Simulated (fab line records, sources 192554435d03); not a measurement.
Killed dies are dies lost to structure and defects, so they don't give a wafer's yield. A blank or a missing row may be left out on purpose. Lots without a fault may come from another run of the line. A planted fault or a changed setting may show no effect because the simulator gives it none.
Chamber matching | flow n5_finfet | N5_BEOL_M5_CMP_52 on cmp-01: 4 sister chambers
The step polishes, stops on SiCOH lowk, t overpolish 6.9 s, target thk 62 nm. 8 wafers are shown with their chamber, then 10 later ones without.

WAFERS WITH THEIR CHAMBER
wafer  | chamber | motor_current_A (A) | time_to_endpoint_s (s)
L078.1 | 3       | 7.9                 | 63
L082.1 | 1       | 6.6                 | 66
L082.4 | 3       | 8.1                 | 69
L083.6 | 1       | 6.5                 | 65
L091.1 | 2       | 7.5                 | 67
L091.6 | 0       | 6.0                 | 61
L092.1 | 0       | 6.3                 | 57
L092.2 | 2       | 6.9                 | 65

WAFERS WITHOUT THEIR CHAMBER
wafer  | motor_current_A (A) | time_to_endpoint_s (s)
L092.5 | 6.2                 | 62
L095.4 | 6.5                 | 58
L095.5 | 7.5                 | 61
L095.6 | 6.1                 | 57
L093.1 | 8.1                 | 61
L093.4 | 6.6                 | 60
L093.5 | 6.2                 | 58
L097.2 | 6.5                 | 60
L097.4 | 7.4                 | 65
L097.5 | 7.7                 | 63

WHICH CHAMBER EACH WENT THROUGH
wafer  | from the rows above          | in truth
L092.5 | can't be placed: 0 or 1      | 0
L095.4 | can't be placed: 0 or 1      | 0
L095.5 | can't be placed: 2 or 3 or 1 | 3
L095.6 | 0                            | 0
L093.1 | 3                            | 3
L093.4 | can't be placed: 0 or 1 or 2 | 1
L093.5 | 0                            | 0
L097.2 | can't be placed: 0 or 1      | 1
L097.4 | can't be placed: 2 or 3      | 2
L097.5 | can't be placed: 3 or 2      | 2
Placed correctly: 3 of 10. Can't be placed from these rows: 7 (the true chamber is among the candidates in 7). Placed wrongly: 0.
How it was worked out, from the rows above alone: a wafer's distance from a chamber is the root of the sum, over the readings, of the square of ((its reading less the chamber's mean) divided by the reading's scatter). The wafer belongs to the nearest chamber; if the next one is less than 2 further off, it can't be placed. A chamber's mean is the mean of its shown wafers. The scatter: the root of (the sum of the squares of (reading less its chamber's mean) over the shown wafers, divided by (wafers less chambers)).
